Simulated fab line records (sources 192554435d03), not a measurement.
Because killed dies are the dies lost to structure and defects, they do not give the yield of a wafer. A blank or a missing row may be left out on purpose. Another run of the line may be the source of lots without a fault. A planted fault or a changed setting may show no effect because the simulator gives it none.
Which of the tools did it? :: flow n5_finfet :: 32 wafers from 11 lots sampled at 2 of the route's 1938 steps

WHAT THE GAUGES SHOWED, per wafer
N5_PASSIVATION_OVL_MEAS_63. Usual: PAD_OVL gives 0 nm (standard deviation 6.5).
lot: L789
measured: day 12 07:54
on: overlay-01
PAD_OVL (nm): 5 -12 5
flag: 

lot: L790
measured: day 12 11:28
on: overlay-02
PAD_OVL (nm): 5 0 -4
flag: 

lot: L792
measured: day 12 20:29
on: overlay-02
PAD_OVL (nm): 8 5 8
flag: 

lot: L793
measured: day 14 04:47
on: overlay-01
PAD_OVL (nm): -11 -10
flag: 

lot: L796
measured: day 15 00:55
on: overlay-02
PAD_OVL (nm): -1 0 0
flag: 

lot: L797
measured: day 14 08:19
on: overlay-01
PAD_OVL (nm): -5 11 -1
flag: 

lot: L801
measured: day 15 15:18
on: overlay-02
PAD_OVL (nm): -5 -13 -4
flag: 

lot: L804
measured: day 15 20:04
on: overlay-02
PAD_OVL (nm): 1 -7 -3
flag: 

lot: L805
measured: day 16 16:26
on: overlay-02
PAD_OVL (nm): 11 -2 7
flag: 

lot: L808
measured: day 17 11:26
on: overlay-02
PAD_OVL (nm): -5 -9 4
flag: 

lot: L810
measured: day 18 09:00
on: overlay-02
PAD_OVL (nm): 3 -5 -1
flag: 

EACH LOT AND THE TOOL THAT RAN IT (in order: tool; ch and the chambers of the sampled wafers; start)
lot: L789
N5_BEOL_M3_SPUTTER_86: pvd_sputter-03, day 7 08:22

lot: L790
N5_BEOL_M3_SPUTTER_86: pvd_sputter-03, day 7 15:26

lot: L792
N5_BEOL_M3_SPUTTER_86: pvd_sputter-01, day 8 06:50

lot: L793
N5_BEOL_M3_SPUTTER_86: pvd_sputter-02, day 9 01:21

lot: L796
N5_BEOL_M3_SPUTTER_86: pvd_sputter-03, day 9 17:26

lot: L797
N5_BEOL_M3_SPUTTER_86: pvd_sputter-03, day 9 19:24

lot: L801
N5_BEOL_M3_SPUTTER_86: pvd_sputter-03, day 10 12:04

lot: L804
N5_BEOL_M3_SPUTTER_86: pvd_sputter-03, day 11 11:07

lot: L805
N5_BEOL_M3_SPUTTER_86: pvd_sputter-01, day 12 00:41

lot: L808
N5_BEOL_M3_SPUTTER_86: pvd_sputter-01, day 12 05:08

lot: L810
N5_BEOL_M3_SPUTTER_86: pvd_sputter-01, day 12 21:59
- N5_BEOL_M3_SPUTTER_86: material Cu, target thk 4.5 nm, time 8.29 s.

WHAT THE TOOLS THEMSELVES READ (means of the sampled wafers that have a number; where no wafer has one, the mark that the record gives instead)
N5_BEOL_M3_SPUTTER_86. Usual: throttle_valve_pct 29.6 %, standard deviation 1.3.
lot: L789
tool: pvd_sputter-03
throttle_valve_pct (%): 29.6
flag: 

lot: L790
tool: pvd_sputter-03
throttle_valve_pct (%): 29.5
flag: 

lot: L792
tool: pvd_sputter-01
throttle_valve_pct (%): 29.3
flag: 

lot: L793
tool: pvd_sputter-02
throttle_valve_pct (%): 29.7
flag: 

lot: L796
tool: pvd_sputter-03
throttle_valve_pct (%): 29.7
flag: 

lot: L797
tool: pvd_sputter-03
throttle_valve_pct (%): 30.4
flag: 

lot: L801
tool: pvd_sputter-03
throttle_valve_pct (%): 29.8
flag: 

lot: L804
tool: pvd_sputter-03
throttle_valve_pct (%): 29.8
flag: 

lot: L805
tool: pvd_sputter-01
throttle_valve_pct (%): 28.9
flag: 

lot: L808
tool: pvd_sputter-01
throttle_valve_pct (%): 29.2
flag: 

lot: L810
tool: pvd_sputter-01
throttle_valve_pct (%): 29.2
flag: 

THE ANSWER, worked out from the rows above alone
Rule: take the mean of a lot's wafers that have a number; if it is more than 3 standard deviations from the usual mean, the lot is off. Also off: a lot with no number at a reading for which 4 or more lots have one. All remaining lots with rows at the step are treated as sound. First the gauges in route order, then the tools' own readings, where a lot's mean is used as printed above. At the first step where some lot is off, the reading lying furthest off is the one used; lots without a number count as furthest.
No lot is off on any of the readings shown, so nothing can be concluded from this.

WHAT THE SIMULATOR HAD PUT IN
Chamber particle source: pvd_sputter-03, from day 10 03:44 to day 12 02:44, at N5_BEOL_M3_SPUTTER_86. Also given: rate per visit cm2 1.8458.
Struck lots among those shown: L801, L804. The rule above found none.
